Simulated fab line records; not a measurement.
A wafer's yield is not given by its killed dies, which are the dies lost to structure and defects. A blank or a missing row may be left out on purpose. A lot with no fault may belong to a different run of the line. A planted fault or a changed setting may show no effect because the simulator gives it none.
Chamber matching + flow nand-harc + NHARC_P_GATE_ETCH_104 on rie-diel-03: 4 sister chambers
The step etches the open film in CF4/CHF3, target depth 60 nm. 16 wafers are shown with their chamber, then 8 later ones without.

## WAFERS, EACH WITH ITS CHAMBER
| wafer  | chamber | rf-vpp-V (V) | oes-product-au (a.u.) | throttle-valve-pct (%) |
|--------|---------|--------------|-----------------------|------------------------|
| L303.1 | 2       | 368.2        | 0.931                 | 16.809                 |
| L303.2 | 1       | 370.8        | 0.928                 | 16.794                 |
| L303.6 | 3       | 367.2        | 0.920                 | 16.791                 |
| L309.1 | 0       | 369.0        | 0.912                 | 16.800                 |
| L309.4 | 1       | 371.2        | 0.929                 | 16.797                 |
| L309.6 | 3       | 367.0        | 0.915                 | 16.796                 |
| L316.1 | 0       | 370.1        | 0.921                 | 16.805                 |
| L316.3 | 3       | 366.6        | 0.923                 | 16.805                 |
| L316.5 | 2       | 367.4        | 0.927                 | 16.801                 |
| L318.4 | 1       | 371.7        | 0.954                 | 16.809                 |
| L318.5 | 1       | 371.0        | 0.952                 | 16.803                 |
| L318.6 | 2       | 368.5        | 0.963                 | 16.790                 |
| L319.2 | 2       | 367.6        | 0.966                 | 16.805                 |
| L319.4 | 1       | 371.5        | 0.957                 | 16.788                 |
| L319.6 | 1       | 372.3        | 0.955                 | 16.805                 |
| L321.1 | 2       | 367.7        | 0.956                 | 16.806                 |

SIGNATURES, as means of the wafers listed above
| reading            | chamber 0 | chamber 1 | chamber 2 | chamber 3 | scatter within a chamber |
|--------------------|-----------|-----------|-----------|-----------|--------------------------|
| rf-vpp-V           | 369.550   | 371.417   | 367.880   | 366.933   | 0.507                    |
| oes-product-au     | 0.91650   | 0.94583   | 0.94860   | 0.91933   | 0.0139                   |
| throttle-valve-pct | 16.80250  | 16.79933  | 16.80220  | 16.79733  | 0.00726                  |
Rule: for each reading, subtract the chamber's mean from the wafer's reading, divide by that reading's scatter and square the result; add these up over the readings and take the root, which gives the wafer's distance from the chamber. If the next closest chamber is less than 2 further off than the closest, the wafer can't be placed; otherwise it belongs to the closest. The scatter is the square root of a quotient: the sum, over the shown wafers, of each reading's squared deviation from its chamber's mean, divided by wafers minus chambers.

## WAFERS WHOSE CHAMBER IS MISSING
| wafer  | rf-vpp-V (V) | oes-product-au (a.u.) | throttle-valve-pct (%) |
|--------|--------------|-----------------------|------------------------|
| L321.3 | 368.6        | 0.946                 | 16.791                 |
| L321.5 | 373.4        | 0.955                 | 16.794                 |
| L323.3 | 372.7        | 0.938                 | 16.798                 |
| L323.4 | 370.9        | 0.937                 | 16.797                 |
| L323.6 | 369.9        | 0.971                 | 16.816                 |
| L326.1 | 368.0        | 0.975                 | 16.798                 |
| L326.2 | 369.5        | 0.978                 | 16.801                 |
| L326.6 | 366.4        | 0.987                 | 16.808                 |

## WHICH CHAMBER EACH WENT THROUGH
| wafer  | from the rows above          | in truth |
|--------|------------------------------|----------|
| L321.3 | can't be placed: 2 or 0 or 3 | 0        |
| L321.5 | 1                            | 1        |
| L323.3 | 1                            | 1        |
| L323.4 | can't be placed: 1 or 0      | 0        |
| L323.6 | can't be placed: 1 or 0 or 2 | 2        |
| L326.1 | 2                            | 2        |
| L326.2 | can't be placed: 2 or 0 or 1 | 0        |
| L326.6 | can't be placed: 2 or 3      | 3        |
Correct placement for 3 of the 8. Cannot be placed on the basis of these rows: 5; the candidates contain the true chamber in 5. Number placed wrongly: 0.
